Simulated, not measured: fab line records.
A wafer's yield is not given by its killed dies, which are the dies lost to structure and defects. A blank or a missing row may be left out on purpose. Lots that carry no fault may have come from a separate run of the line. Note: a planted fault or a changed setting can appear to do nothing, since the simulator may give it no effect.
Lot-split experiment / flow n5_finfet / route with 1938 steps; 7 lots, 21 wafers read

== SPLIT DETAILS ==
At N5_FIN_SAQP_ETCH_65 (etches SiO2 in CF4, target depth 4 nm, time 4.4 s), the setting time_s was moved away from the recipe's 4.4 s on 4 of the 21 wafers read, by -12.0% to +9.5%. This setting was run at the recipe's value on the other wafers.

The split's own step is where the reading is taken.

== THE READING ==
etch.depth_nm (the simulator's own value, which no gauge read), in nm, at N5_FIN_SAQP_ETCH_65 (etches SiO2 in CF4, target depth 4 nm, time 4.4 s). The file gives no usual value for it. Here, 17 wafers ran the recipe; their average is 3.964 nm with a standard deviation of 0.11 nm.

wafer=L081.1; tool, chamber at the split=rie_si-06, 0; time_s as run, s=4.4; against the recipe=recipe; etch.depth_nm, nm=4.047; against lot-mates on the recipe=-
wafer=L081.2; tool, chamber at the split=rie_si-06, 1; time_s as run, s=4.4; against the recipe=recipe; etch.depth_nm, nm=4.043; against lot-mates on the recipe=-
wafer=L081.3; tool, chamber at the split=rie_si-06, 3; time_s as run, s=4.4; against the recipe=recipe; etch.depth_nm, nm=3.924; against lot-mates on the recipe=-
wafer=L083.2; tool, chamber at the split=rie_si-04, 3; time_s as run, s=4.4; against the recipe=recipe; etch.depth_nm, nm=3.928; against lot-mates on the recipe=-
wafer=L083.3; tool, chamber at the split=rie_si-04, 0; time_s as run, s=4.4; against the recipe=recipe; etch.depth_nm, nm=3.823; against lot-mates on the recipe=-
wafer=L083.4; tool, chamber at the split=rie_si-04, 2; time_s as run, s=4.4; against the recipe=recipe; etch.depth_nm, nm=3.791; against lot-mates on the recipe=-
wafer=L087.1; tool, chamber at the split=rie_si-05, 3; time_s as run, s=4.4; against the recipe=recipe; etch.depth_nm, nm=3.978; against lot-mates on the recipe=-
wafer=L087.2; tool, chamber at the split=rie_si-05, 2; time_s as run, s=4.665; against the recipe=+6.0%; etch.depth_nm, nm=4.133; against lot-mates on the recipe=+0.155
wafer=L087.4; tool, chamber at the split=rie_si-05, 1; time_s as run, s=4.665; against the recipe=+6.0%; etch.depth_nm, nm=4.336; against lot-mates on the recipe=+0.358
wafer=L091.1; tool, chamber at the split=rie_si-06, 0; time_s as run, s=4.4; against the recipe=recipe; etch.depth_nm, nm=4.071; against lot-mates on the recipe=-
wafer=L091.2; tool, chamber at the split=rie_si-06, 1; time_s as run, s=4.4; against the recipe=recipe; etch.depth_nm, nm=4.054; against lot-mates on the recipe=-
wafer=L091.5; tool, chamber at the split=rie_si-06, 1; time_s as run, s=4.4; against the recipe=recipe; etch.depth_nm, nm=4.037; against lot-mates on the recipe=-
wafer=L093.2; tool, chamber at the split=rie_si-04, 1; time_s as run, s=4.4; against the recipe=recipe; etch.depth_nm, nm=4.153; against lot-mates on the recipe=-
wafer=L093.3; tool, chamber at the split=rie_si-04, 0; time_s as run, s=3.872; against the recipe=-12.0%; etch.depth_nm, nm=3.394; against lot-mates on the recipe=-0.667
wafer=L093.4; tool, chamber at the split=rie_si-04, 3; time_s as run, s=4.4; against the recipe=recipe; etch.depth_nm, nm=3.969; against lot-mates on the recipe=-
wafer=L094.1; tool, chamber at the split=rie_si-04, 1; time_s as run, s=4.4; against the recipe=recipe; etch.depth_nm, nm=4.128; against lot-mates on the recipe=-
wafer=L094.2; tool, chamber at the split=rie_si-04, 2; time_s as run, s=4.4; against the recipe=recipe; etch.depth_nm, nm=3.793; against lot-mates on the recipe=-
wafer=L094.4; tool, chamber at the split=rie_si-04, 3; time_s as run, s=4.4; against the recipe=recipe; etch.depth_nm, nm=3.913; against lot-mates on the recipe=-
wafer=L096.1; tool, chamber at the split=rie_si-04, 0; time_s as run, s=4.4; against the recipe=recipe; etch.depth_nm, nm=3.876; against lot-mates on the recipe=-
wafer=L096.2; tool, chamber at the split=rie_si-04, 2; time_s as run, s=4.4; against the recipe=recipe; etch.depth_nm, nm=3.865; against lot-mates on the recipe=-
wafer=L096.3; tool, chamber at the split=rie_si-04, 3; time_s as run, s=4.819; against the recipe=+9.5%; etch.depth_nm, nm=4.328; against lot-mates on the recipe=+0.458

FIT RESULTS
A straight line over all 21 wafers: etch.depth_nm changes by +0.0443 nm for each +1% of time_s; r = +0.85; the points scatter about the line by 0.11 nm.
The same after taking each lot's own level away (the mean of its wafers on the recipe; 21 wafers): +0.0506 nm for each +1%; r = +0.93; scatter 0.08 nm.
That fit puts the effect of the largest move of time_s on the reading at 0.61 nm.
From 3.8473 to 4.0610 nm: that is the span of the lots' own levels, equal to 2.0 times the standard deviation above.
Thus the slope moves with the lot-to-lot level: the two fits are different.
Check: -0.549 nm against its lot-mates is what the line predicts for one of the wafers moved furthest among these (-12.0%) when that wafer is left out of the fit. It came out at -0.667 nm against them.

== THE OTHER SPLITS THESE WAFERS WENT THROUGH ==
These wafers also went through other splits before the reading. Each is held against what the fit with the lots' levels taken away leaves over:
other split on the same wafers=N5_WELL_APT_COAT_02 spin_rpm; wafers away from the commonest value=3; r with etch.depth_nm (lot level and that fit taken away)=+0.35
other split on the same wafers=N5_WELL_APT_EXPOSE_05 dose_mj; wafers away from the commonest value=6; r with etch.depth_nm (lot level and that fit taken away)=+0.12

== FILE'S OWN FIT ==
etch.depth_nm changes by +0.0513 nm for each +1% of time_s, r = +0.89.
